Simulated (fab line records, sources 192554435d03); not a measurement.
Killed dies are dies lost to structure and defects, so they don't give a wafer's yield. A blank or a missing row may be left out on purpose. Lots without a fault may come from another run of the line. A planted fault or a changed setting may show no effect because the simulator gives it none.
Which tool did it? | flow n5_finfet | 9 lots, 27 wafers sampled, at 5 steps of a route of 1938

WHAT THE GAUGES READ, wafer by wafer
N5_BEOL_M4_RC_MEAS_101. Usual: CJ_N 4.35, standard deviation 0.08; DIBL_N 36.1 mV/V, standard deviation 1.3; DIBL_P 36.1 mV/V, standard deviation 1.7; IOFF_N 0.154 nA/um, standard deviation 0.022; IOFF_P 0.201 nA/um, standard deviation 0.024; ION_N 675 uA/um, standard deviation 8.9; ION_P 462 uA/um, standard deviation 5.9; RS_PWELL 3009 ohm/sq, standard deviation 26; SS_N 71.5 mV/dec, standard deviation 0.49; SS_P 73.3 mV/dec, standard deviation 0.58; VT_N 250.0 mV, standard deviation 2.7; VT_P -251.3 mV, standard deviation 2.7.
lot  | measured     | on        | CJ_N           | DIBL_N (mV/V)  | DIBL_P (mV/V)  | IOFF_N (nA/um)    | IOFF_P (nA/um)    | ION_N (uA/um) | ION_P (uA/um) | RS_PWELL (ohm/sq) | SS_N (mV/dec)  | SS_P (mV/dec)  | VT_N (mV)         | VT_P (mV)            | flag
L781 | day 8 02:04  | prober-02 | 4.37 4.44 4.47 | 34.0 33.7 33.8 | 33.8 33.7 33.5 | 0.133 0.128 0.129 | 0.171 0.170 0.167 | 662 672 662   | 449 464 456   | 3056 3049 3030    | 71.7 71.9 71.2 | 72.9 73.1 72.6 | 250.9 254.0 252.7 | -255.2 -254.0 -255.0 |
L785 | day 9 01:45  | prober-01 | 4.36 4.38 4.34 | 35.5 35.4 35.1 | 35.7 34.5 34.4 | 0.139 0.133 0.133 | 0.213 0.200 0.200 | 673 656 663   | 460 459 461   | 3015 3023 3004    | 72.1 71.7 71.3 | 73.3 72.9 72.8 | 251.8 253.1 249.9 | -249.5 -248.3 -248.9 |
L787 | day 9 20:53  | prober-02 | 4.47 4.48 4.47 | 36.1 35.3 35.4 | 34.8 33.5 33.9 | 0.155 0.148 0.141 | 0.202 0.184 0.189 | 669 682 674   | 464 462 465   | 3017 3045 3054    | 71.9 72.0 71.2 | 72.5 72.7 73.1 | 250.6 249.2 253.0 | -253.7 -254.6 -253.1 |
L788 | day 10 11:20 | prober-01 | 4.31 4.38 4.37 | 35.2 36.0 36.5 | 35.5 35.5 36.9 | 0.131 0.134 0.146 | 0.189 0.192 0.214 | 672 668 676   | 461 463 465   | 3008 2993 3012    | 71.0 71.3 71.0 | 73.0 72.4 73.2 | 251.7 250.1 249.3 | -250.1 -248.9 -249.1 |
L793 | day 11 16:36 | prober-01 | 4.35 4.31 4.31 | 32.9 33.4 33.5 | 32.7 33.6 32.3 | 0.124 0.129 0.119 | 0.164 0.179 0.157 | 677 664 671   | 465 458 460   | 2980 2999 3002    | 71.2 71.1 71.3 | 73.2 73.4 72.7 | 251.8 251.4 255.1 | -253.6 -254.2 -254.7 |
L798 | day 12 20:43 | prober-02 | 3.69 3.69 3.67 | 36.3 37.0 35.3 | 36.7 36.9 35.4 | 0.146 0.148 0.127 | 0.183 0.189 0.162 | 670 668 661   | 455 456 453   | 2843 2852 2846    | 71.0 71.8 70.9 | 73.6 73.5 72.5 | 249.9 252.4 253.5 | -252.3 -256.0 -256.0 | OFF
L800 | day 13 05:14 | prober-02 | 3.62 3.68 3.61 | 39.2 38.8 36.3 | 38.7 38.0 35.9 | 0.215 0.203 0.148 | 0.234 0.228 0.182 | 695 698 677   | 465 471 458   | 2838 2863 2848    | 72.2 71.6 71.1 | 74.5 74.8 73.2 | 246.0 247.4 250.2 | -251.8 -251.2 -255.0 | OFF
L801 | day 13 05:51 | prober-01 | 4.33 4.38 4.34 | 36.3 36.2 37.9 | 37.0 36.7 38.0 | 0.169 0.165 0.194 | 0.199 0.196 0.216 | 683 672 690   | 464 453 465   | 3037 3041 3049    | 71.6 71.1 71.3 | 73.0 73.2 73.8 | 247.2 248.2 245.6 | -252.2 -250.7 -248.9 |
L803 | day 14 10:37 | prober-01 | 4.31 4.28 4.33 | 35.0 35.0 35.9 | 35.5 36.1 36.4 | 0.129 0.136 0.141 | 0.156 0.168 0.169 | 667 678 677   | 456 460 462   | 2993 3010 2979    | 71.1 71.8 72.3 | 73.3 72.9 73.3 | 251.5 249.9 250.5 | -255.6 -253.4 -256.6 |

WHICH TOOL RAN EACH LOT (tool, then ch and the chambers of the sampled wafers, then the start)
lot  | N5_WELL_APT_IMPLANT_32         | N5_PMOS_HMC_CHANNEL_EPI_ETCH_32   | N5_PMOS_HMC_CHANNEL_EPI_ETCH_38 | N5_PMOS_HMC_CHANNEL_EPI_FIN_RECESS_16
L781 | implanter-02 ch 0, day 1 21:40 | rie_diel-04 ch 0,3, day 1 23:33   | rie_si-02 ch 0,1,3, day 1 23:57 | rie_si-02 ch 0,1,3, day 1 23:58
L785 | implanter-02 ch 0, day 2 21:38 | rie_diel-03 ch 0,1,3, day 2 23:57 | rie_si-04 ch 0,2, day 3 00:21   | rie_si-04 ch 0,2, day 3 00:22
L787 | implanter-02 ch 0, day 3 09:27 | rie_diel-04 ch 0,2,3, day 3 11:21 | rie_si-05 ch 1,3, day 3 11:45   | rie_si-05 ch 1,3, day 3 11:46
L788 | implanter-01 ch 0, day 3 15:13 | rie_diel-03 ch 0,2,3, day 3 17:34 | rie_si-05 ch 0,1,2, day 3 17:58 | rie_si-05 ch 0,1,2, day 3 17:59
L793 | implanter-01 ch 0, day 4 21:35 | rie_diel-03 ch 0,1,3, day 4 23:55 | rie_si-05 ch 0,3, day 5 00:32   | rie_si-05 ch 0,3, day 5 00:33
L798 | implanter-02 ch 0, day 6 03:44 | rie_diel-04 ch 0,2, day 6 06:59   | rie_si-02 ch 0,1, day 6 07:23   | rie_si-02 ch 0,1, day 6 07:24
L800 | implanter-02 ch 0, day 6 15:56 | rie_diel-03 ch 0,1, day 6 18:20   | rie_si-04 ch 1,2,3, day 6 18:44 | rie_si-04 ch 1,2,3, day 6 18:46
L801 | implanter-01 ch 0, day 6 21:49 | rie_diel-05 ch 0,1, day 7 00:59   | rie_si-04 ch 0,1,3, day 7 01:23 | rie_si-04 ch 0,1,3, day 7 01:25
L803 | implanter-01 ch 0, day 7 09:16 | rie_diel-03 ch 0,1,3, day 7 11:16 | rie_si-02 ch 0,1,3, day 7 11:40 | rie_si-02 ch 0,1,3, day 7 11:41
- N5_WELL_APT_IMPLANT_32
- N5_PMOS_HMC_CHANNEL_EPI_ETCH_32: etches BARC in N2/H2, stops on SiO2, target depth 85.8 nm, time 50.3 s.
- N5_PMOS_HMC_CHANNEL_EPI_ETCH_38: etches SiO2 in CF4, target depth 1.5 nm.
- N5_PMOS_HMC_CHANNEL_EPI_FIN_RECESS_16: chemistry HBr/Cl2, target Si, target depth 54 nm, time 18 s.

WHAT THE TOOLS THEMSELVES READ (means of the sampled wafers that have a number; where no wafer has one, the mark that the record gives instead)
N5_WELL_APT_IMPLANT_32. Usual: beam_energy_keV 50.002, standard deviation 0.015.
lot  | tool         | beam_energy_keV | flag
L781 | implanter-02 | 50.006          |
L785 | implanter-02 | 50.004          |
L787 | implanter-02 | 49.995          |
L788 | implanter-01 | 49.996          |
L793 | implanter-01 | 49.998          |
L798 | implanter-02 | 60.255          | OFF
L800 | implanter-02 | 60.259          | OFF
L801 | implanter-01 | 50.012          |
L803 | implanter-01 | 50.008          |

N5_PMOS_HMC_CHANNEL_EPI_ETCH_32. Usual: drypump_motor_current_A 6.0 A, standard deviation 0.42; oes_product_au 0.67 a.u., standard deviation 0.057; rf_vpp_V 524.7 V, standard deviation 2.1; showerhead_plenum_p_Torr 2.57 Torr, standard deviation 0.068; throttle_valve_pct 17.88 %, standard deviation 0.14.
lot  | tool        | drypump_motor_current_A (A) | oes_product_au (a.u.) | rf_vpp_V (V) | showerhead_plenum_p_Torr (Torr) | throttle_valve_pct (%) | flag
L781 | rie_diel-04 | 5.8                         | 0.75                  | 528.4        | 2.66                            | 17.67                  |
L785 | rie_diel-03 | 6.0                         | 0.63                  | 523.0        | 2.52                            | 17.97                  |
L787 | rie_diel-04 | 6.2                         | 0.69                  | 524.3        | 2.60                            | 17.77                  |
L788 | rie_diel-03 | 5.8                         | 0.64                  | 524.3        | 2.53                            | 17.81                  |
L793 | rie_diel-03 | 6.0                         | 0.69                  | 524.2        | 2.52                            | 17.86                  |
L798 | rie_diel-04 | 5.8                         | 0.71                  | 526.9        | 2.64                            | 17.73                  |
L800 | rie_diel-03 | 6.1                         | 0.72                  | 522.5        | 2.50                            | 17.83                  |
L801 | rie_diel-05 | 5.6                         | 0.65                  | 525.5        | 2.62                            | 18.00                  |
L803 | rie_diel-03 | 6.0                         | 0.66                  | 522.4        | 2.51                            | 17.89                  |

N5_PMOS_HMC_CHANNEL_EPI_ETCH_38. Usual: drypump_motor_current_A 5.6 A, standard deviation 0.42; oes_product_au 1.006 a.u., standard deviation 0.021; throttle_valve_pct 21.94 %, standard deviation 0.12.
lot  | tool      | drypump_motor_current_A (A) | oes_product_au (a.u.) | throttle_valve_pct (%) | flag
L781 | rie_si-02 | 5.7                         | 0.997                 | 21.98                  |
L785 | rie_si-04 | 5.6                         | 1.028                 | 21.85                  |
L787 | rie_si-05 | 5.7                         | 1.021                 | 21.90                  |
L788 | rie_si-05 | 5.9                         | 0.996                 | 21.88                  |
L793 | rie_si-05 | 5.4                         | 1.005                 | 21.99                  |
L798 | rie_si-02 | 6.0                         | 0.986                 | 22.04                  |
L800 | rie_si-04 | 5.4                         | 1.003                 | 22.01                  |
L801 | rie_si-04 | 5.4                         | 1.010                 | 22.01                  |
L803 | rie_si-02 | 5.7                         | 0.996                 | 21.99                  |

N5_PMOS_HMC_CHANNEL_EPI_FIN_RECESS_16. Usual: drypump_motor_current_A 5.6 A, standard deviation 0.42; oes_product_au 1.008 a.u., standard deviation 0.019; throttle_valve_pct 35.67 %, standard deviation 0.18.
lot  | tool      | drypump_motor_current_A (A) | oes_product_au (a.u.) | throttle_valve_pct (%) | flag
L781 | rie_si-02 | 5.7                         | 1.008                 | 35.68                  |
L785 | rie_si-04 | 5.6                         | 1.027                 | 35.53                  |
L787 | rie_si-05 | 5.7                         | 1.023                 | 35.62                  |
L788 | rie_si-05 | 5.9                         | 0.992                 | 35.73                  |
L793 | rie_si-05 | 5.4                         | 1.009                 | 35.72                  |
L798 | rie_si-02 | 6.0                         | 0.996                 | 35.86                  |
L800 | rie_si-04 | 5.4                         | 1.004                 | 35.71                  |
L801 | rie_si-04 | 5.4                         | 1.020                 | 35.74                  |
L803 | rie_si-02 | 5.7                         | 1.004                 | 35.77                  |

THE ANSWER, worked out from the rows above alone
Rule: a lot is off if the mean of its wafers that have a number lies more than 3 standard deviations from the usual mean. A lot without any number at a reading at which 4 lots or more have one is off too. The other lots that the step has rows for count as sound. The gauges are gone through in route order, then the tools' own readings, and for those a lot's mean is taken as printed above. The first step at which some lot is off is used, and at that step the reading that is off furthest; a lot without a number counts as furthest.
Off: L798, L800, at N5_BEOL_M4_RC_MEAS_101 (CJ_N).
A tool fits if, at a process step before that reading, it ran every lot that is off, and no sound lot after the first of them. The gauges at N5_BEOL_M4_RC_MEAS_101 aren't tried: what is off there is off at N5_WELL_APT_IMPLANT_32 too, on other tools, and a gauge's error can't cause that. One fits: implanter-02 at N5_WELL_APT_IMPLANT_32. Its last sound lot is L787 (day 3 09:27), its first lot that is off L798 (day 6 03:44): a fault that began between those two fits.
The tool's own readings at N5_WELL_APT_IMPLANT_32 bear it out: on the lots that are off they differ by more than 5 times the standard deviation of the sound lots' means. beam_energy_keV reads 60.257 there against 50.003 on the sound lots.

WHAT THE SIMULATOR HAD PUT IN
Process parameter drift: implanter-02, from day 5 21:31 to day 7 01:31, at N5_WELL_APT_IMPLANT_32. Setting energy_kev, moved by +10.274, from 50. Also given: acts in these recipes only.
Lots struck among those shown: L798, L800. The rule above found the same.
